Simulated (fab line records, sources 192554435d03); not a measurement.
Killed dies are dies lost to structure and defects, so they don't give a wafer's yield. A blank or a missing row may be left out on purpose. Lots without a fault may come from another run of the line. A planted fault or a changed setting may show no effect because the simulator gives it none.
Which tool did it? | flow n5_finfet | 11 lots, 30 wafers sampled, at 4 steps of a route of 1938

WHAT THE GAUGES READ, wafer by wafer
The record holds no reading of a measuring or inspecting step that can be judged against a usual standard deviation.

WHICH TOOL RAN EACH LOT (tool, then ch and the chambers of the sampled wafers, then the start)
lot  | N5_BEOL_M9_PRE_CLEAN_45      | N5_BEOL_M10_ETCH_61                | N5_BEOL_M10_ETCH_62                | N5_BEOL_M10_STRIP_19
L291 | pvd_sputter-03, day 11 08:40 | rie_diel-06 ch 1,3, day 11 12:56   | rie_diel-06 ch 1,3, day 11 12:59   | rie_diel-04 ch 0,3, day 11 13:17
L289 | pvd_sputter-03, day 11 11:43 | rie_diel-03 ch 0,1,2, day 11 15:59 | rie_diel-03 ch 0,1,2, day 11 16:02 | rie_diel-04 ch 0,1,2, day 11 16:32
L290 | pvd_sputter-02, day 11 15:48 | rie_diel-06 ch 1,2,3, day 11 20:58 | rie_diel-06 ch 1,2,3, day 11 21:01 | rie_diel-06 ch 1,3, day 11 21:19
L292 | pvd_sputter-02, day 11 15:58 | rie_diel-03 ch 0,2,3, day 11 20:58 | rie_diel-03 ch 0,2,3, day 11 21:01 | rie_diel-04 ch 0,1,2, day 11 21:19
L295 | pvd_sputter-02, day 12 15:28 | rie_diel-03 ch 0,1,3, day 12 20:38 | rie_diel-03 ch 0,1,3, day 12 20:41 | rie_diel-03 ch 0,2,3, day 12 20:59
L294 | pvd_sputter-02, day 12 15:43 | rie_diel-03 ch 0,3, day 12 20:15   | rie_diel-03 ch 0,3, day 12 20:18   | rie_diel-03 ch 1,2, day 12 20:52
L298 | pvd_sputter-03, day 13 18:28 | rie_diel-03 ch 2,3, day 14 00:13   | rie_diel-03 ch 2,3, day 14 00:16   | rie_diel-03 ch 0,2, day 14 00:37
L304 | pvd_sputter-03, day 15 15:47 | rie_diel-06 ch 0,2,3, day 15 20:50 | rie_diel-06 ch 0,2,3, day 15 20:53 | rie_diel-04 ch 0,3, day 15 21:34
L305 | pvd_sputter-03, day 15 16:11 | rie_diel-06 ch 0,1, day 15 21:55   | rie_diel-06 ch 0,1, day 15 21:58   | rie_diel-03 ch 2,3, day 15 22:20
L307 | pvd_sputter-01, day 15 18:49 | rie_diel-04 ch 0,1,3, day 15 22:31 | rie_diel-04 ch 0,1,3, day 15 22:34 | rie_diel-06 ch 1,2, day 15 22:52
L308 | pvd_sputter-03, day 16 07:10 | rie_diel-04 ch 0,2, day 16 11:10   | rie_diel-04 ch 0,2, day 16 11:13   | rie_diel-03 ch 1,2,3, day 16 11:38
- N5_BEOL_M9_PRE_CLEAN_45: time 30 s.
- N5_BEOL_M10_ETCH_61: etches SiARC in CF4, target depth 39 nm, time 65 s.
- N5_BEOL_M10_ETCH_62: etches SOC in N2/H2, target depth 110 nm, overetch 22 nm, time 165 s.
- N5_BEOL_M10_STRIP_19: strips in O2.

WHAT THE TOOLS THEMSELVES READ (means of the sampled wafers that have a number; where no wafer has one, the mark that the record gives instead)
N5_BEOL_M9_PRE_CLEAN_45.
lot  | tool           | heater_power_w (W)
L291 | pvd_sputter-03 | 340
L289 | pvd_sputter-03 | 348
L290 | pvd_sputter-02 | 327
L292 | pvd_sputter-02 | 322
L295 | pvd_sputter-02 | 342
L294 | pvd_sputter-02 | 345
L298 | pvd_sputter-03 | 337
L304 | pvd_sputter-03 | 336
L305 | pvd_sputter-03 | 344
L307 | pvd_sputter-01 | 324
L308 | pvd_sputter-03 | 337

N5_BEOL_M10_ETCH_61.
lot  | tool        | drypump_motor_current_A (A) | etch_rf_on_time_s (s) | oes_product_au (a.u.) | rf_vpp_V (V) | showerhead_plenum_p_Torr (Torr) | throttle_valve_pct (%)
L291 | rie_diel-06 | 5.5                         | 62.5                  | 0.76                  | 186.1        | 2.27                            | 15.67
L289 | rie_diel-03 | 5.7                         | 65.9                  | 0.66                  | 185.0        | 2.15                            | 15.60
L290 | rie_diel-06 | 5.4                         | 63.0                  | 0.77                  | 185.1        | 2.24                            | 15.59
L292 | rie_diel-03 | 5.5                         | 65.5                  | 0.67                  | 184.0        | 2.12                            | 15.62
L295 | rie_diel-03 | 5.7                         | 70.0                  | 0.63                  | 183.9        | 2.15                            | 15.52
L294 | rie_diel-03 | 5.5                         | 65.6                  | 0.65                  | 183.2        | 2.12                            | 15.54
L298 | rie_diel-03 | 5.7                         | 73.4                  | 0.63                  | 184.1        | 2.06                            | 15.62
L304 | rie_diel-06 | 5.2                         | 63.9                  | 0.72                  | 185.0        | 2.20                            | 15.64
L305 | rie_diel-06 | 5.6                         | 64.3                  | 0.70                  | 184.9        | 2.21                            | 15.60
L307 | rie_diel-04 | 5.5                         | 64.8                  | 0.69                  | 182.9        | 2.07                            | 15.48
L308 | rie_diel-04 | 5.6                         | 66.0                  | 0.69                  | 182.7        | 2.07                            | 15.70

N5_BEOL_M10_ETCH_62.
lot  | tool        | drypump_motor_current_A (A) | h2_flow_sccm (sccm) | oes_product_au (a.u.) | rf_vpp_V (V) | showerhead_plenum_p_Torr (Torr) | throttle_valve_pct (%)
L291 | rie_diel-06 | 5.5                         | 199.9               | 0.74                  | 528.5        | 2.69                            | 17.75
L289 | rie_diel-03 | 5.7                         | 199.6               | 0.67                  | 524.6        | 2.54                            | 17.71
L290 | rie_diel-06 | 5.4                         | 200.0               | 0.75                  | 527.9        | 2.65                            | 17.68
L292 | rie_diel-03 | 5.5                         | 199.8               | 0.66                  | 523.0        | 2.51                            | 17.82
L295 | rie_diel-03 | 5.7                         | 200.7               | 0.65                  | 523.7        | 2.54                            | 17.66
L294 | rie_diel-03 | 5.5                         | 200.4               | 0.65                  | 522.7        | 2.50                            | 17.76
L298 | rie_diel-03 | 5.7                         | 199.8               | 0.67                  | 521.6        | 2.44                            | 17.88
L304 | rie_diel-06 | 5.2                         | 199.6               | 0.71                  | 525.7        | 2.60                            | 17.75
L305 | rie_diel-06 | 5.6                         | 200.3               | 0.70                  | 526.2        | 2.62                            | 17.81
L307 | rie_diel-04 | 5.5                         | 199.7               | 0.68                  | 521.2        | 2.44                            | 17.60
L308 | rie_diel-04 | 5.6                         | 200.2               | 0.68                  | 521.4        | 2.45                            | 17.94

N5_BEOL_M10_STRIP_19.
lot  | tool        | drypump_motor_current_A (A) | oes_product_au (a.u.) | rf_vpp_V (V) | showerhead_plenum_p_Torr (Torr) | throttle_valve_pct (%)
L291 | rie_diel-04 | 5.3                         | 0.74                  | 3.8          | 2.05                            | 16.69
L289 | rie_diel-04 | 5.8                         | 0.72                  | 4.3          | 2.02                            | 16.76
L290 | rie_diel-06 | 5.6                         | 0.87                  | 3.5          | 2.21                            | 16.61
L292 | rie_diel-04 | 5.8                         | 0.73                  | 3.8          | 2.02                            | 16.77
L295 | rie_diel-03 | 5.5                         | 0.77                  | 3.2          | 2.07                            | 16.70
L294 | rie_diel-03 | 6.1                         | 0.78                  | 4.2          | 2.06                            | 16.50
L298 | rie_diel-03 | 5.5                         | 0.76                  | 4.0          | 2.10                            | 16.81
L304 | rie_diel-04 | 5.5                         | 0.91                  | 3.6          | 2.05                            | 16.44
L305 | rie_diel-03 | 5.7                         | 0.74                  | 3.9          | 2.01                            | 16.74
L307 | rie_diel-06 | 5.7                         | 0.83                  | 3.5          | 2.17                            | 16.56
L308 | rie_diel-03 | 5.9                         | 0.75                  | 3.9          | 2.03                            | 16.63

THE ANSWER, worked out from the rows above alone
Rule: what is usual is taken from the lots themselves. Put in order of their means at a reading, lots are off if they are a third of the lots or fewer, leave a main group of 4 or more, and stand apart from it by a gap of 3 or more times the standard deviation of the main group's means; of several such gaps the widest counts. A main group whose means are all the same, to the digits that the tables above print for the reading, isn't used. A lot without any number at a reading at which 4 lots or more have one is off too. The other lots that the step has rows for count as sound. The gauges are gone through in route order, then the tools' own readings, and for those a lot's mean is taken as printed above. The first step at which some lot is off is used, and at that step the reading that is off furthest; a lot without a number counts as furthest.
Off: L295, L298, at N5_BEOL_M10_ETCH_61 (etch_rf_on_time_s). The main group: mean 64.6 s, standard deviation 1.2.
A tool fits if, at that step or a process step before it, it ran every lot that is off, and no sound lot after the first of them. One fits: rie_diel-03 at N5_BEOL_M10_ETCH_61. Its last sound lot is L294 (day 12 20:15), its first lot that is off L295 (day 12 20:38): a fault that began between those two fits.
The tool's own readings at N5_BEOL_M10_ETCH_61 bear it out: on the lots that are off they differ by more than 5 times the standard deviation of the sound lots' means. etch_rf_on_time_s reads 71.7 s there against 64.6 s on the sound lots.

WHAT THE SIMULATOR HAD PUT IN
Process parameter drift: rie_diel-03, from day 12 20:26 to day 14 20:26, at N5_BEOL_M10_ETCH_61. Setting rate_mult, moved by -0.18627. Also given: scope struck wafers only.
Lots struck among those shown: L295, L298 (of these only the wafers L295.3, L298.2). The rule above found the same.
